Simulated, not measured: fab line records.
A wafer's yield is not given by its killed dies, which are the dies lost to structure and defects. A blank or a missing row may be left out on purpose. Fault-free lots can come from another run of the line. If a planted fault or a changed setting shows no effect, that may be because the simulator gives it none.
Which tool was responsible?    flow nand harc    24 lots with 72 wafers sampled at 4 steps, on a route of 1302 steps

WHAT EACH GAUGE READ, for each wafer
NHARC_P_CONTACT_CD_MEAS_19. Usual: cd nm 89.5 nm, standard deviation 2.1.
lot   measured      on         cd nm (nm)      flag
L074  day 6 02:41   cd sem-02  89.1 91.6 88.2  
L075  day 6 11:01   cd sem-03  89.8 89.8 85.4  
L076  day 6 15:38   cd sem-02  83.3 83.4 85.1  
L077  day 7 03:12   cd sem-01  83.7 91.4 88.1  
L078  day 7 23:24   cd sem-01  89.4 87.5 89.3  
L079  day 8 00:28   cd sem-03  89.9 90.0 90.1  
L080  day 8 08:19   cd sem-02  89.7 91.7 91.6  
L081  day 9 06:16   cd sem-03  92.0 90.5 89.0  
L082  day 9 10:52   cd sem-02  90.4 91.5 91.6  
L083  day 9 17:50   cd sem-03  87.5 89.1 91.4  
L084  day 10 01:53  cd sem-02  90.6 90.9 93.9  
L085  day 10 13:46  cd sem-02  87.7 86.3 91.6  
L086  day 10 20:35  cd sem-03  88.4 88.3 90.8  
L089  day 11 20:52  cd sem-02  90.4 90.1 90.6  
L088  day 11 21:51  cd sem-03  88.0 84.7 88.7  
L087  day 12 00:34  cd sem-03  87.6 91.0 88.2  
L090  day 12 16:52  cd sem-01  91.9 90.0 87.7  
L091  day 13 00:52  cd sem-03  89.0 88.7 90.2  
L092  day 13 07:42  cd sem-01  88.2 89.5 84.9  
L093  day 13 21:40  cd sem-03  90.2 91.8 91.0  
L095  day 14 12:08  cd sem-03  91.1 93.2 86.4  
L094  day 14 12:53  cd sem-03  88.4 92.8 87.2  
L096  day 15 05:25  cd sem-03  91.6 92.0 91.0  
L097  day 15 09:39  cd sem-03  93.3 92.9 91.1  

NHARC_P_M2_INSPECT_27. Usual: raw defect count 295, standard deviation 110.
lot   measured      on                 raw defect count  flag
L074  day 6 16:39   defect inspect-01  151 236 250       
L075  day 7 01:22   defect inspect-01  301 263 285       
L076  day 7 05:56   defect inspect-02  737 203 405       
L077  day 7 17:24   defect inspect-01  246 201 220       
L078  day 8 13:36   defect inspect-01  343 345 328       
L079  day 8 14:24   defect inspect-01  220 260 283       
L080  day 8 22:37   defect inspect-01  236 435 444       
L081  day 9 20:19   defect inspect-01  346 334 179       
L082  day 10 00:56  defect inspect-02  202 183 141       
L083  day 10 07:58  defect inspect-02  383 376 229       
L084  day 10 16:13  defect inspect-02  281 371 173       
L085  day 11 03:43  defect inspect-02  218 232 330       
L086  day 11 10:33  defect inspect-01  308 298 222       
L089  day 12 11:06  defect inspect-01  565 265 453       
L088  day 12 11:54  defect inspect-01  290 264 248       
L087  day 12 14:25  defect inspect-02  195 219 186       
L090  day 13 07:31  defect inspect-01  248 172 222       
L091  day 13 15:22  defect inspect-02  240 415 245       
L092  day 13 22:26  defect inspect-01  624 269 272       
L093  day 14 11:53  defect inspect-02  283 398 286       
L095  day 15 02:36  defect inspect-02  267 198 209       
L094  day 15 03:02  defect inspect-01  292 262 211       
L096  day 15 19:16  defect inspect-01  304 252 284       
L097  day 16 00:29  defect inspect-02  229 417 297       

WHICH TOOL RAN EACH LOT (tool, then ch and the chambers of the sampled wafers, then the start)
lot   NHARC_P_M1_PRE_CLEAN_32          NHARC_P_M2_ANNEAL_31
L074  pecvd-02 ch 0,2, day 6 12:34     rtp anneal-02 ch 0, day 6 15:53
L075  pecvd-04 ch 1,2, day 6 21:02     rtp anneal-01 ch 0, day 7 00:33
L076  pecvd-03 ch 1,2, day 7 01:48     rtp anneal-02 ch 0, day 7 05:07
L077  pecvd-02 ch 0,1,2, day 7 13:10   rtp anneal-02 ch 0, day 7 16:35
L078  pecvd-03 ch 0,1,2, day 8 09:26   rtp anneal-02 ch 0, day 8 12:46
L079  pecvd-04 ch 0,2, day 8 10:23     rtp anneal-01 ch 0, day 8 13:40
L080  pecvd-02 ch 1,2, day 8 18:33     rtp anneal-02 ch 0, day 8 21:51
L081  pecvd-02 ch 0,1, day 9 16:13     rtp anneal-01 ch 0, day 9 19:29
L082  pecvd-03 ch 1,2, day 9 20:53     rtp anneal-01 ch 0, day 10 00:07
L083  pecvd-03 ch 0,1,2, day 10 03:46  rtp anneal-02 ch 0, day 10 07:13
L084  pecvd-04 ch 0,2, day 10 12:06    rtp anneal-01 ch 0, day 10 15:25
L085  pecvd-04 ch 0,1,2, day 10 23:49  rtp anneal-01 ch 0, day 11 03:03
L086  pecvd-02 ch 0,1, day 11 06:28    rtp anneal-02 ch 0, day 11 09:44
L089  pecvd-02 ch 1,2, day 12 06:59    rtp anneal-02 ch 0, day 12 10:23
L088  pecvd-03 ch 0,2, day 12 07:48    rtp anneal-01 ch 0, day 12 11:10
L087  pecvd-02 ch 0,1,2, day 12 10:26  rtp anneal-02 ch 0, day 12 13:36
L090  pecvd-03 ch 0,1,2, day 13 03:26  rtp anneal-01 ch 0, day 13 06:51
L091  pecvd-04 ch 1,2, day 13 11:26    rtp anneal-02 ch 0, day 13 14:32
L092  pecvd-02 ch 0, day 13 18:01      rtp anneal-02 ch 0, day 13 21:24
L093  pecvd-02 ch 0,1, day 14 07:47    rtp anneal-01 ch 0, day 14 11:10
L095  pecvd-02 ch 0,1, day 14 22:05    rtp anneal-02 ch 0, day 15 01:47
L094  pecvd-02 ch 0,1, day 14 22:58    rtp anneal-02 ch 0, day 15 02:13
L096  pecvd-03 ch 0,1, day 15 15:08    rtp anneal-02 ch 0, day 15 18:26
L097  pecvd-04 ch 1,2, day 15 20:22    rtp anneal-01 ch 0, day 15 23:43
- NHARC_P_M1_PRE_CLEAN_32: time 12 s.
- NHARC_P_M2_ANNEAL_31: time 90 s.

WHAT THE TOOLS THEMSELVES READ (means of the sampled wafers that have a number; where no wafer has one, the mark that the record gives instead)
NHARC_P_M1_PRE_CLEAN_32. Usual: heater power w 606 W, standard deviation 86.
lot   tool      heater power w (W)  flag
L074  pecvd-02  596                 
L075  pecvd-04  714                 
L076  pecvd-03  529                 
L077  pecvd-02  588                 
L078  pecvd-03  557                 
L079  pecvd-04  787                 
L080  pecvd-02  520                 
L081  pecvd-02  644                 
L082  pecvd-03  544                 
L083  pecvd-03  589                 
L084  pecvd-04  743                 
L085  pecvd-04  724                 
L086  pecvd-02  583                 
L089  pecvd-02  516                 
L088  pecvd-03  522                 
L087  pecvd-02  568                 
L090  pecvd-03  584                 
L091  pecvd-04  599                 
L092  pecvd-02  638                 
L093  pecvd-02  588                 
L095  pecvd-02  596                 
L094  pecvd-02  587                 
L096  pecvd-03  558                 
L097  pecvd-04  645                 

NHARC_P_M2_ANNEAL_31. Usual: wafer_temp_C_max 226.21, standard deviation 0.28.
lot   tool           wafer_temp_C_max  flag
L074  rtp anneal-02  226.07            
L075  rtp anneal-01  226.23            
L076  rtp anneal-02  226.44            
L077  rtp anneal-02  226.18            
L078  rtp anneal-02  226.35            
L079  rtp anneal-01  226.15            
L080  rtp anneal-02  226.17            
L081  rtp anneal-01  226.32            
L082  rtp anneal-01  226.39            
L083  rtp anneal-02  226.12            
L084  rtp anneal-01  226.11            
L085  rtp anneal-01  226.37            
L086  rtp anneal-02  226.15            
L089  rtp anneal-02  225.99            
L088  rtp anneal-01  226.91            
L087  rtp anneal-02  226.04            
L090  rtp anneal-01  226.30            
L091  rtp anneal-02  226.54            
L092  rtp anneal-02  226.01            
L093  rtp anneal-01  226.14            
L095  rtp anneal-02  226.18            
L094  rtp anneal-02  226.37            
L096  rtp anneal-02  226.35            
L097  rtp anneal-01  226.39            

THE ANSWER, worked out from the rows above alone
Rule: a lot counts as off when the mean over its wafers that have a number is more than 3 standard deviations away from the usual mean. Also off: a lot with no number at a reading for which 4 or more lots have one. The other lots that the step has rows for count as sound. First the gauges in route order, then the tools' own readings, where a lot's mean is used as printed above. At the first step where some lot is off, the reading lying furthest off is the one used; lots without a number count as furthest.
Nothing can be told from this: no lot is off at any reading shown.

WHAT THE SIMULATOR HAD INSERTED
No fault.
